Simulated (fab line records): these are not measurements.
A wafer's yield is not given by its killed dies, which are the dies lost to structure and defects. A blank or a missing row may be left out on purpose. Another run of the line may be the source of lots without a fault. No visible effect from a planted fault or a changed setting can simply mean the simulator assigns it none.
Matching of chambers || flow nand-harc || 4 sister chambers for NHARC_A_CHANNEL_HOLE_D1_ETCH_44 on rie-diel-10
The step etches the open film in CF4/O2, target depth 140 nm, overetch 14 nm, time 77 s. 8 wafers are shown with their chamber, then 11 later ones without.

== WAFERS, EACH WITH ITS CHAMBER ==
{"wafer": "L674.3", "chamber": 1, "drypump-motor-current-A (A)": 5.3, "rf-vpp-V (V)": 200.7}
{"wafer": "L675.2", "chamber": 2, "drypump-motor-current-A (A)": 5.8, "rf-vpp-V (V)": 198.4}
{"wafer": "L676.5", "chamber": 3, "drypump-motor-current-A (A)": 5.6, "rf-vpp-V (V)": 193.4}
{"wafer": "L676.6", "chamber": 0, "drypump-motor-current-A (A)": 5.6, "rf-vpp-V (V)": 196.9}
{"wafer": "L683.3", "chamber": 0, "drypump-motor-current-A (A)": 5.7, "rf-vpp-V (V)": 195.1}
{"wafer": "L683.4", "chamber": 3, "drypump-motor-current-A (A)": 5.6, "rf-vpp-V (V)": 195.4}
{"wafer": "L683.5", "chamber": 2, "drypump-motor-current-A (A)": 5.8, "rf-vpp-V (V)": 197.9}
{"wafer": "L685.4", "chamber": 1, "drypump-motor-current-A (A)": 5.3, "rf-vpp-V (V)": 198.6}

== WAFERS MISSING THEIR CHAMBER ==
{"wafer": "L685.5", "drypump-motor-current-A (A)": 5.3, "rf-vpp-V (V)": 198.7}
{"wafer": "L685.6", "drypump-motor-current-A (A)": 5.6, "rf-vpp-V (V)": 197.5}
{"wafer": "L686.2", "drypump-motor-current-A (A)": 5.7, "rf-vpp-V (V)": 196.9}
{"wafer": "L686.4", "drypump-motor-current-A (A)": 5.3, "rf-vpp-V (V)": 199.7}
{"wafer": "L686.5", "drypump-motor-current-A (A)": 5.7, "rf-vpp-V (V)": 196.9}
{"wafer": "L687.1", "drypump-motor-current-A (A)": 5.7, "rf-vpp-V (V)": 196.3}
{"wafer": "L687.4", "drypump-motor-current-A (A)": 5.6, "rf-vpp-V (V)": 194.8}
{"wafer": "L687.5", "drypump-motor-current-A (A)": 5.6, "rf-vpp-V (V)": 198.6}
{"wafer": "L688.1", "drypump-motor-current-A (A)": 5.6, "rf-vpp-V (V)": 194.6}
{"wafer": "L688.3", "drypump-motor-current-A (A)": 5.8, "rf-vpp-V (V)": 197.9}
{"wafer": "L688.5", "drypump-motor-current-A (A)": 5.6, "rf-vpp-V (V)": 196.2}

== WHICH CHAMBER EACH WENT THROUGH ==
{"wafer": "L685.5", "from the rows above": 1, "in truth": 1}
{"wafer": "L685.6", "from the rows above": "can't be placed: 0 or 3", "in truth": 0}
{"wafer": "L686.2", "from the rows above": "can't be placed: 0 or 2 or 3", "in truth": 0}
{"wafer": "L686.4", "from the rows above": 1, "in truth": 1}
{"wafer": "L686.5", "from the rows above": "can't be placed: 0 or 2 or 3", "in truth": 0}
{"wafer": "L687.1", "from the rows above": "can't be placed: 0 or 2 or 3", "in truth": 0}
{"wafer": "L687.4", "from the rows above": "can't be placed: 3 or 0", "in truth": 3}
{"wafer": "L687.5", "from the rows above": "can't be placed: 0 or 3", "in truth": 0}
{"wafer": "L688.1", "from the rows above": "can't be placed: 3 or 0", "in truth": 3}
{"wafer": "L688.3", "from the rows above": 2, "in truth": 2}
{"wafer": "L688.5", "from the rows above": "can't be placed: 0 or 3", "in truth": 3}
Correctly placed: 3 of 11. Cannot be placed on the basis of these rows: 8; the candidates contain the true chamber in 8. Number placed wrongly: 0.
How it was worked out, from the rows above alone: a wafer's distance from a chamber is the root of the sum, over the readings, of the square of ((its reading less the chamber's mean) divided by the reading's scatter). The wafer belongs to the nearest chamber; if the next one is less than 2 further off, it can't be placed. A chamber's mean is the mean of its shown wafers. How the scatter is found: for the shown wafers, subtract from each reading the mean of its chamber, square and add these, divide the total by (wafers less chambers), then take the root.
